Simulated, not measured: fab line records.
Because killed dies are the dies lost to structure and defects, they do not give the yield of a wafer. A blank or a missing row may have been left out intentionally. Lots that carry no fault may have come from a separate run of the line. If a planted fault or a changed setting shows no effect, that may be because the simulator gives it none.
The tool behind it: which one? | flow n5Finfet | Sampling: 24 lots, 72 wafers, 6 of 1938 route steps

WHAT THE GAUGES SHOWED, per wafer
N5_BEOL_M3_RS_MEAS_58: a four-point-probe measurement.
lot  | measured     | on           | M3_RS (ohm/sq)
L075 | day 7 20:24  | filmMetro-02 | 0.74 0.67 0.71
L076 | day 7 22:20  | filmMetro-01 | 0.64 0.72 0.69
L077 | day 8 00:34  | filmMetro-01 | 0.70 0.71 0.70
L074 | day 8 09:13  | filmMetro-01 | 0.69 0.72 0.72
L079 | day 8 14:29  | filmMetro-01 | 0.69 0.75 0.61
L078 | day 8 14:36  | filmMetro-02 | 0.64 0.75 0.64
L080 | day 8 18:29  | filmMetro-01 | 0.66 0.71 0.62
L081 | day 9 03:39  | filmMetro-02 | 0.66 0.71 0.66
L082 | day 9 10:40  | filmMetro-02 | 0.67 0.67 0.68
L083 | day 9 22:52  | filmMetro-01 | 0.73 0.69 0.62
L084 | day 10 05:32 | filmMetro-01 | 0.69 0.62 0.59
L085 | day 10 07:34 | filmMetro-01 | 0.72 0.65 0.65
L086 | day 10 17:10 | filmMetro-01 | 0.73 0.63 0.66
L087 | day 10 22:04 | filmMetro-02 | 0.74 0.68 0.68
L088 | day 11 01:11 | filmMetro-02 | 0.68 0.65 0.60
L089 | day 11 08:43 | filmMetro-01 | 0.69 0.66 0.70
L091 | day 11 17:23 | filmMetro-02 | 0.78 0.71 0.68
L090 | day 11 18:01 | filmMetro-01 | 0.73 0.67 0.67
L092 | day 12 01:21 | filmMetro-02 | 0.75 0.65 0.68
L094 | day 12 10:19 | filmMetro-01 | 0.71 0.69 0.61
L093 | day 12 10:25 | filmMetro-01 | 0.62 0.71 0.66
L095 | day 12 23:07 | filmMetro-01 | 0.64 0.64 0.67
L096 | day 13 01:52 | filmMetro-02 | 0.70 0.68 0.64
L097 | day 13 04:25 | filmMetro-01 | 0.75 0.64 0.72

N5_BEOL_M4_CD_MEAS_18: pitch 36 nm, target cd 18 nm.
lot  | measured     | on       | cdNm (nm)
L075 | day 7 22:08  | cdSem-03 | 18.3 18.5 17.3
L076 | day 8 02:04  | cdSem-02 | 18.3 17.3 18.6
L077 | day 8 02:37  | cdSem-03 | 18.1 17.7 17.6
L074 | day 8 10:58  | cdSem-02 | 17.9 18.0 18.2
L079 | day 8 15:50  | cdSem-03 | 18.2 17.9 18.0
L078 | day 8 16:17  | cdSem-03 | 18.5 17.8 18.1
L080 | day 8 23:43  | cdSem-03 | 18.1 17.5 17.1
L081 | day 9 07:05  | cdSem-02 | 18.8 18.5 18.0
L082 | day 9 12:21  | cdSem-01 | 18.6 18.1 17.9
L083 | day 10 00:32 | cdSem-03 | 18.4 17.0 17.8
L084 | day 10 08:01 | cdSem-01 | 17.5 17.9 18.2
L085 | day 10 09:36 | cdSem-03 | 18.6 18.7 19.1
L086 | day 10 20:10 | cdSem-01 | 18.0 17.6 17.7
L087 | day 10 23:35 | cdSem-03 | 18.6 17.3 18.7
L088 | day 11 03:08 | cdSem-02 | 17.6 18.1 18.6
L089 | day 11 10:41 | cdSem-02 | 17.9 18.0 17.3
L091 | day 11 19:29 | cdSem-01 | 18.6 18.5 18.4
L090 | day 11 19:49 | cdSem-03 | 17.8 18.2 18.1
L092 | day 12 04:06 | cdSem-03 | 17.6 18.0 17.7
L094 | day 12 14:41 | cdSem-01 | 18.3 17.1 18.1
L093 | day 12 14:51 | cdSem-01 | 18.2 18.4 18.3
L095 | day 13 00:28 | cdSem-03 | 18.0 18.0 17.7
L096 | day 13 05:59 | cdSem-03 | 17.3 18.0 17.3
L097 | day 13 06:50 | cdSem-01 | 17.5 17.7 17.7

WHAT TOOL EACH LOT RAN ON (gives the tool, then ch and the chambers of the sampled wafers, and finally the start)
lot  | N5_BEOL_M3_ANNEAL_93        | N5_BEOL_M3_ANNEAL_51            | N5_BEOL_M4_ILD_DEP_00           | N5_BEOL_M4_DESCUM_16
L075 | pvdSputter-02, day 7 17:09  | rtpAnneal-01 ch 0, day 7 19:35  | pecvd-04 ch 0,1, day 7 20:28    | rieDiel-03 ch 1,3, day 7 21:42
L076 | pvdSputter-03, day 7 20:55  | rtpAnneal-02 ch 0, day 7 21:34  | pecvd-01 ch 0,1, day 7 22:23    | rieDiel-06 ch 0,1,3, day 8 01:37
L077 | pvdSputter-03, day 7 23:10  | rtpAnneal-02 ch 0, day 7 23:46  | pecvd-04 ch 0,1,2, day 8 00:38  | rieDiel-05 ch 1,2,3, day 8 02:11
L074 | pvdSputter-02, day 8 07:47  | rtpAnneal-01 ch 0, day 8 08:21  | pecvd-01 ch 0,1,2, day 8 09:17  | rieDiel-03 ch 0,1,2, day 8 10:23
L079 | pvdSputter-02, day 8 12:55  | rtpAnneal-01 ch 0, day 8 13:29  | pecvd-03 ch 0,1,2, day 8 14:32  | rieDiel-05 ch 2,3, day 8 15:23
L078 | pvdSputter-01, day 8 13:01  | rtpAnneal-02 ch 0, day 8 13:43  | pecvd-04 ch 0,1,2, day 8 14:41  | rieDiel-05 ch 0,1,3, day 8 15:50
L080 | pvdSputter-01, day 8 16:59  | rtpAnneal-02 ch 0, day 8 17:40  | pecvd-03 ch 0,2, day 8 18:33    | rieDiel-06 ch 1,2, day 8 23:17
L081 | pvdSputter-03, day 9 01:46  | rtpAnneal-01 ch 0, day 9 02:47  | pecvd-03 ch 0,2, day 9 03:43    | rieDiel-03 ch 1,2, day 9 06:39
L082 | pvdSputter-02, day 9 09:14  | rtpAnneal-01 ch 0, day 9 09:52  | pecvd-01 ch 0,1, day 9 10:44    | rieDiel-05 ch 0,1,2, day 9 11:47
L083 | pvdSputter-03, day 9 21:25  | rtpAnneal-01 ch 0, day 9 22:01  | pecvd-04 ch 1,2, day 9 22:56    | rieDiel-03 ch 0,1,2, day 10 00:06
L084 | pvdSputter-01, day 10 03:52 | rtpAnneal-01 ch 0, day 10 04:25 | pecvd-03 ch 1,2, day 10 05:36   | rieDiel-05 ch 0,1,3, day 10 07:29
L085 | pvdSputter-01, day 10 06:08 | rtpAnneal-01 ch 0, day 10 06:44 | pecvd-03 ch 0,2, day 10 07:38   | rieDiel-05 ch 0,1, day 10 09:08
L086 | pvdSputter-03, day 10 15:44 | rtpAnneal-01 ch 0, day 10 16:20 | pecvd-01 ch 0,1, day 10 17:13   | rieDiel-03 ch 0,2,3, day 10 19:43
L087 | pvdSputter-02, day 10 20:31 | rtpAnneal-01 ch 0, day 10 21:04 | pecvd-04 ch 0,1,2, day 10 22:08 | rieDiel-06 ch 0,1,2, day 10 23:10
L088 | pvdSputter-02, day 10 23:47 | rtpAnneal-02 ch 0, day 11 00:28 | pecvd-03 ch 0,1, day 11 01:16   | rieDiel-03 ch 1,2,3, day 11 02:41
L089 | pvdSputter-01, day 11 07:16 | rtpAnneal-01 ch 0, day 11 07:52 | pecvd-04 ch 1,2, day 11 08:47   | rieDiel-06 ch 0,3, day 11 10:15
L091 | pvdSputter-03, day 11 15:58 | rtpAnneal-01 ch 0, day 11 16:34 | pecvd-03 ch 0,1, day 11 17:26   | rieDiel-05 ch 0,3, day 11 19:02
L090 | pvdSputter-02, day 11 16:07 | rtpAnneal-01 ch 0, day 11 16:50 | pecvd-04 ch 0, day 11 18:04     | rieDiel-06 ch 0,2,3, day 11 19:22
L092 | pvdSputter-03, day 11 23:56 | rtpAnneal-02 ch 0, day 12 00:32 | pecvd-01 ch 0,2, day 12 01:25   | rieDiel-06 ch 0,2, day 12 03:40
L094 | pvdSputter-03, day 12 08:47 | rtpAnneal-02 ch 0, day 12 09:23 | pecvd-03 ch 0,1, day 12 10:22   | rieDiel-03 ch 0,2,3, day 12 14:11
L093 | pvdSputter-02, day 12 08:56 | rtpAnneal-01 ch 0, day 12 09:35 | pecvd-04 ch 0,2, day 12 10:29   | rieDiel-05 ch 1,3, day 12 14:25
L095 | pvdSputter-03, day 12 21:41 | rtpAnneal-01 ch 0, day 12 22:17 | pecvd-04 ch 1,2, day 12 23:10   | rieDiel-05 ch 0,2,3, day 12 23:59
L096 | pvdSputter-01, day 13 00:25 | rtpAnneal-02 ch 0, day 13 00:58 | pecvd-01 ch 1,2, day 13 01:55   | rieDiel-03 ch 1,3, day 13 05:33
L097 | pvdSputter-02, day 13 03:00 | rtpAnneal-01 ch 0, day 13 03:39 | pecvd-01 ch 0,1,2, day 13 04:28 | rieDiel-06 ch 1,3, day 13 06:18
- N5_BEOL_M3_ANNEAL_93: time 240 s.
- N5_BEOL_M3_ANNEAL_51: time 90 s.
- N5_BEOL_M4_ILD_DEP_00: deposits SiOC from DEMS/O2, target thk 79 nm, time 15.3 s.
- N5_BEOL_M4_DESCUM_16: chemistry O2, time 7 s.

WHAT THE TOOLS THEMSELVES READ (means of the sampled wafers that have a number; where no wafer has one, the mark that the record gives instead)
N5_BEOL_M3_ANNEAL_93.
lot  | tool          | heaterPowerW (W)
L075 | pvdSputter-02 | 808
L076 | pvdSputter-03 | 857
L077 | pvdSputter-03 | 870
L074 | pvdSputter-02 | 821
L079 | pvdSputter-02 | 793
L078 | pvdSputter-01 | 726
L080 | pvdSputter-01 | 861
L081 | pvdSputter-03 | 718
L082 | pvdSputter-02 | 794
L083 | pvdSputter-03 | 853
L084 | pvdSputter-01 | 858
L085 | pvdSputter-01 | 857
L086 | pvdSputter-03 | 830
L087 | pvdSputter-02 | 829
L088 | pvdSputter-02 | 826
L089 | pvdSputter-01 | 795
L091 | pvdSputter-03 | 840
L090 | pvdSputter-02 | 894
L092 | pvdSputter-03 | 861
L094 | pvdSputter-03 | 795
L093 | pvdSputter-02 | 805
L095 | pvdSputter-03 | 716
L096 | pvdSputter-01 | 867
L097 | pvdSputter-02 | 844

N5_BEOL_M3_ANNEAL_51.
lot  | tool         | wafer_temp_C_max
L075 | rtpAnneal-01 | 226.2
L076 | rtpAnneal-02 | 225.7
L077 | rtpAnneal-02 | 225.6
L074 | rtpAnneal-01 | 226.3
L079 | rtpAnneal-01 | 226.4
L078 | rtpAnneal-02 | 225.8
L080 | rtpAnneal-02 | 225.6
L081 | rtpAnneal-01 | 226.2
L082 | rtpAnneal-01 | 226.1
L083 | rtpAnneal-01 | 226.4
L084 | rtpAnneal-01 | 226.6
L085 | rtpAnneal-01 | 226.4
L086 | rtpAnneal-01 | 226.1
L087 | rtpAnneal-01 | 226.4
L088 | rtpAnneal-02 | 225.7
L089 | rtpAnneal-01 | 226.2
L091 | rtpAnneal-01 | 226.4
L090 | rtpAnneal-01 | 226.2
L092 | rtpAnneal-02 | 225.5
L094 | rtpAnneal-02 | 225.5
L093 | rtpAnneal-01 | 226.2
L095 | rtpAnneal-01 | 226.3
L096 | rtpAnneal-02 | 225.7
L097 | rtpAnneal-01 | 226.1

N5_BEOL_M4_ILD_DEP_00.
lot  | tool     | heaterPowerW (W) | showerheadPlenumPTorr (Torr) | throttleValvePct (%)
L075 | pecvd-04 | 611              | 5.687                        | 12.1
L076 | pecvd-01 | 423              | 5.696                        | 11.7
L077 | pecvd-04 | 492              | 5.681                        | 12.3
L074 | pecvd-01 | 471              | 5.709                        | 11.6
L079 | pecvd-03 | 494              | 5.699                        | 12.2
L078 | pecvd-04 | 522              | 5.684                        | 12.4
L080 | pecvd-03 | 437              | 5.710                        | 12.1
L081 | pecvd-03 | 446              | 5.706                        | 11.8
L082 | pecvd-01 | 491              | 5.696                        | 11.7
L083 | pecvd-04 | 472              | 5.674                        | 12.9
L084 | pecvd-03 | 485              | 5.708                        | 11.8
L085 | pecvd-03 | 521              | 5.707                        | 11.7
L086 | pecvd-01 | 453              | 5.700                        | 11.7
L087 | pecvd-04 | 541              | 5.679                        | 12.5
L088 | pecvd-03 | 443              | 5.718                        | 12.2
L089 | pecvd-04 | 493              | 5.677                        | 12.8
L091 | pecvd-03 | 461              | 5.704                        | 12.4
L090 | pecvd-04 | 711              | 5.680                        | 11.9
L092 | pecvd-01 | 467              | 5.700                        | 11.8
L094 | pecvd-03 | 467              | 5.697                        | 12.3
L093 | pecvd-04 | 564              | 5.678                        | 12.7
L095 | pecvd-04 | 444              | 5.670                        | 12.8
L096 | pecvd-01 | 415              | 5.697                        | 11.5
L097 | pecvd-01 | 467              | 5.699                        | 11.7

N5_BEOL_M4_DESCUM_16.
lot  | tool       | drypumpMotorCurrentA (A) | oesProductAu (a.u.) | rfVppV (V) | showerheadPlenumPTorr (Torr) | throttleValvePct (%)
L075 | rieDiel-03 | 5.8                      | 0.86                | 242.6      | 2.09                         | 20.51
L076 | rieDiel-06 | 5.3                      | 0.76                | 243.7      | 2.12                         | 20.54
L077 | rieDiel-05 | 5.3                      | 0.76                | 243.1      | 2.08                         | 20.54
L074 | rieDiel-03 | 6.0                      | 0.94                | 241.8      | 2.09                         | 20.39
L079 | rieDiel-05 | 5.7                      | 0.71                | 241.7      | 2.07                         | 20.69
L078 | rieDiel-05 | 5.7                      | 0.81                | 243.0      | 2.08                         | 20.44
L080 | rieDiel-06 | 5.5                      | 0.78                | 242.7      | 2.07                         | 20.69
L081 | rieDiel-03 | 5.8                      | 0.89                | 243.7      | 2.12                         | 20.40
L082 | rieDiel-05 | 5.3                      | 0.81                | 243.1      | 2.06                         | 20.45
L083 | rieDiel-03 | 6.0                      | 0.91                | 243.2      | 2.08                         | 20.41
L084 | rieDiel-05 | 5.7                      | 0.79                | 244.5      | 2.07                         | 20.46
L085 | rieDiel-05 | 5.6                      | 0.84                | 243.4      | 2.05                         | 20.35
L086 | rieDiel-03 | 5.9                      | 0.91                | 243.2      | 2.11                         | 20.45
L087 | rieDiel-06 | 5.3                      | 0.81                | 243.0      | 2.08                         | 20.48
L088 | rieDiel-03 | 5.7                      | 0.89                | 243.1      | 2.11                         | 20.44
L089 | rieDiel-06 | 5.1                      | 0.79                | 244.7      | 2.14                         | 20.34
L091 | rieDiel-05 | 5.9                      | 0.78                | 242.1      | 2.03                         | 20.52
L090 | rieDiel-06 | 4.9                      | 0.80                | 243.2      | 2.12                         | 20.50
L092 | rieDiel-06 | 4.9                      | 0.87                | 243.1      | 2.08                         | 20.41
L094 | rieDiel-03 | 5.9                      | 0.87                | 243.9      | 2.11                         | 20.46
L093 | rieDiel-05 | 5.4                      | 0.76                | 242.4      | 2.11                         | 20.48
L095 | rieDiel-05 | 5.6                      | 0.74                | 242.6      | 2.03                         | 20.63
L096 | rieDiel-03 | 5.6                      | 0.87                | 243.8      | 2.11                         | 20.46
L097 | rieDiel-06 | 5.2                      | 0.75                | 243.4      | 2.12                         | 20.74

THE ANSWER, worked out from the rows above alone
Rule: what is usual is taken from the lots themselves. Put in order of their means at a reading, lots are off if they are a third of the lots or fewer, leave a main group of 4 or more, and stand apart from it by a gap of 3 or more times the standard deviation of the main group's means; of several such gaps the widest counts. The tables above print the reading to a certain number of digits; a main group whose means all agree to those digits is not used. Also off: a lot with no number at a reading for which 4 or more lots have one. Where the step has rows for the other lots, those lots are counted as sound. Order of review: gauges by route order, followed by the tools' own readings, for which a lot's mean as printed above is used. The first step at which some lot is off is used, and at that step the reading that is off furthest; a lot without a number counts as furthest.
Across all readings shown, no lot is off: no conclusion can be drawn from this.

WHAT THE SIMULATOR PUT IN
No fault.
